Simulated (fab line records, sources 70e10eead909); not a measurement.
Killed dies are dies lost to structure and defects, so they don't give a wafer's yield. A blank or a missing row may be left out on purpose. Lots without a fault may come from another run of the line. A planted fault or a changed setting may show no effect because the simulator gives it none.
Chamber matching | flow nand_harc | NHARC_A_STAIRCASE_DESCUM_219 on rie_diel-07: 4 sister chambers
The step chemistry O2, time 3 s. 8 wafers are shown with their chamber, then 9 later ones without.

WAFERS WITH THEIR CHAMBER
wafer  | chamber | drypump_motor_current_A (A) | showerhead_plenum_p_Torr (Torr)
L074.1 | 1       | 5.0                         | 1.97
L074.5 | 1       | 5.0                         | 1.97
L074.6 | 2       | 5.2                         | 1.99
L078.1 | 3       | 5.3                         | 1.88
L079.4 | 2       | 5.2                         | 1.98
L080.1 | 0       | 6.2                         | 2.03
L080.5 | 3       | 5.2                         | 1.88
L080.6 | 0       | 6.2                         | 2.03

WAFERS WITHOUT THEIR CHAMBER
wafer  | drypump_motor_current_A (A) | showerhead_plenum_p_Torr (Torr)
L083.1 | 5.2                         | 1.98
L083.3 | 6.1                         | 2.03
L083.4 | 6.2                         | 2.03
L090.1 | 5.2                         | 1.97
L090.2 | 5.1                         | 1.95
L090.4 | 5.2                         | 1.87
L095.1 | 5.3                         | 1.87
L095.3 | 5.2                         | 1.97
L095.4 | 5.0                         | 1.95

WHICH CHAMBER EACH WENT THROUGH
wafer  | from the rows above     | in truth
L083.1 | 2                       | 2
L083.3 | 0                       | 0
L083.4 | 0                       | 0
L090.1 | can't be placed: 2 or 1 | 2
L090.2 | 1                       | 1
L090.4 | 3                       | 3
L095.1 | 3                       | 3
L095.3 | can't be placed: 2 or 1 | 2
L095.4 | 1                       | 1
Placed correctly: 7 of 9. Can't be placed from these rows: 2 (the true chamber is among the candidates in 2). Placed wrongly: 0.
How it was worked out, from the rows above alone: a wafer's distance from a chamber is the root of the sum, over the readings, of the square of ((its reading less the chamber's mean) divided by the reading's scatter). The wafer belongs to the nearest chamber; if the next one is less than 2 further off, it can't be placed. A chamber's mean is the mean of its shown wafers. The scatter: the root of (the sum of the squares of (reading less its chamber's mean) over the shown wafers, divided by (wafers less chambers)).
